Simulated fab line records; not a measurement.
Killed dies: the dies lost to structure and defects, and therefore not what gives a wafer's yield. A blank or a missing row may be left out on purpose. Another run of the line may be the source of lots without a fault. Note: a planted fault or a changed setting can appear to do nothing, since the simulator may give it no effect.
The tool behind it: which one? | flow n5Finfet | 10 lots with 28 wafers sampled at 5 steps, on a route of 1938 steps

== WHAT EACH GAUGE READ, for each wafer ==
N5_BEOL_M4_THK_MEAS_01.
lot  | measured     | on           | M4_ILD_THK (nm)
L739 | day 7 03:01  | filmMetro-01 | 78.5 79.2 77.9
L741 | day 8 05:34  | filmMetro-01 | 78.0 78.6 80.7
L742 | day 8 05:41  | filmMetro-02 | 78.4 81.3 81.7
L745 | day 8 19:10  | filmMetro-02 | 79.0 78.5 81.0
L746 | day 9 06:38  | filmMetro-02 | 77.8 80.0 80.0
L749 | day 9 16:31  | filmMetro-02 | 77.6 78.1 77.5
L750 | day 10 11:16 | filmMetro-02 | 77.6 80.3 79.9
L756 | day 11 20:33 | filmMetro-02 | 59.5 80.5 79.7
L759 | day 12 21:07 | filmMetro-02 | 79.6 59.8
L761 | day 12 21:32 | filmMetro-01 | 60.2 80.0

== EACH LOT AND THE TOOL THAT RAN IT (in order: tool; ch and the chambers of the sampled wafers; start) ==
lot  | N5_BEOL_M3_ANNEAL_87        | N5_BEOL_M3_ANNEAL_95        | N5_BEOL_M3_ANNEAL_51            | N5_BEOL_M4_ILD_DEP_00
L739 | pvdSputter-01, day 7 00:49  | pvdSputter-01, day 7 01:42  | rtpAnneal-02 ch 0, day 7 02:02  | pecvd-01 ch 0,1,2, day 7 02:57
L741 | pvdSputter-02, day 8 03:22  | pvdSputter-02, day 8 04:14  | rtpAnneal-02 ch 0, day 8 04:35  | pecvd-03 ch 1,2, day 8 05:29
L742 | pvdSputter-03, day 8 03:28  | pvdSputter-03, day 8 04:20  | rtpAnneal-01 ch 0, day 8 04:43  | pecvd-02 ch 0,2, day 8 05:37
L745 | pvdSputter-03, day 8 16:37  | pvdSputter-03, day 8 17:30  | rtpAnneal-02 ch 0, day 8 18:13  | pecvd-02 ch 0,1,2, day 8 19:05
L746 | pvdSputter-03, day 9 04:25  | pvdSputter-03, day 9 05:17  | rtpAnneal-02 ch 0, day 9 05:37  | pecvd-01 ch 0,1,2, day 9 06:35
L749 | pvdSputter-01, day 9 14:17  | pvdSputter-01, day 9 15:10  | rtpAnneal-01 ch 0, day 9 15:30  | pecvd-03 ch 0,1,2, day 9 16:27
L750 | pvdSputter-03, day 10 09:03 | pvdSputter-03, day 10 09:56 | rtpAnneal-02 ch 0, day 10 10:19 | pecvd-01 ch 0,1, day 10 11:11
L756 | pvdSputter-01, day 11 18:22 | pvdSputter-01, day 11 19:14 | rtpAnneal-01 ch 0, day 11 19:34 | pecvd-03 ch 0,1,2, day 11 20:29
L759 | pvdSputter-01, day 12 18:55 | pvdSputter-01, day 12 19:48 | rtpAnneal-01 ch 0, day 12 20:11 | pecvd-03 ch 0,1, day 12 21:03
L761 | pvdSputter-02, day 12 19:20 | pvdSputter-02, day 12 20:13 | rtpAnneal-02 ch 0, day 12 20:33 | pecvd-03 ch 0,1, day 12 21:28
- N5_BEOL_M3_ANNEAL_87: time 240 s.
- N5_BEOL_M3_ANNEAL_95: time 240 s.
- N5_BEOL_M3_ANNEAL_51: time 90 s.
- N5_BEOL_M4_ILD_DEP_00: deposits SiOC from DEMS/O2, target thk 79 nm, time 15.3 s.

== THE ANSWER, worked out from the rows above alone ==
Rule: what is usual is taken from the lots themselves. The widest of any qualifying gaps counts: lots, ordered by their means at a reading, are off when they make up no more than a third of the lots, leave a main group of 4 or more, and stand apart from it by 3 or more times the standard deviation of that group's means. A main group is skipped when, at the precision printed for the reading in the tables above, its means are all equal. A lot without any number at a reading at which 4 lots or more have one is off too. Where the step has rows for the other lots, those lots are counted as sound.
Off: L756, L759, L761, at N5_BEOL_M4_THK_MEAS_01 (M4_ILD_THK). Mean 79.1 nm and standard deviation 0.78 in the main group.
If a tool, at a process step before that reading, ran all the lots that are off and no sound lot after the first of them, it fits. Those tools and the gauges at N5_BEOL_M4_THK_MEAS_01 are tried in the same way. One fits: pecvd-03 at N5_BEOL_M4_ILD_DEP_00. A fault onset in the window from L749 (day 9 16:27, its last sound lot) to L756 (day 11 20:29, its first lot off) fits.

== WHAT THE SIMULATOR PUT IN ==
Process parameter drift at N5_BEOL_M4_ILD_DEP_00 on pecvd-03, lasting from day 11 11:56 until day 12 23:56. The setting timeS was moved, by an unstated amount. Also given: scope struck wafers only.
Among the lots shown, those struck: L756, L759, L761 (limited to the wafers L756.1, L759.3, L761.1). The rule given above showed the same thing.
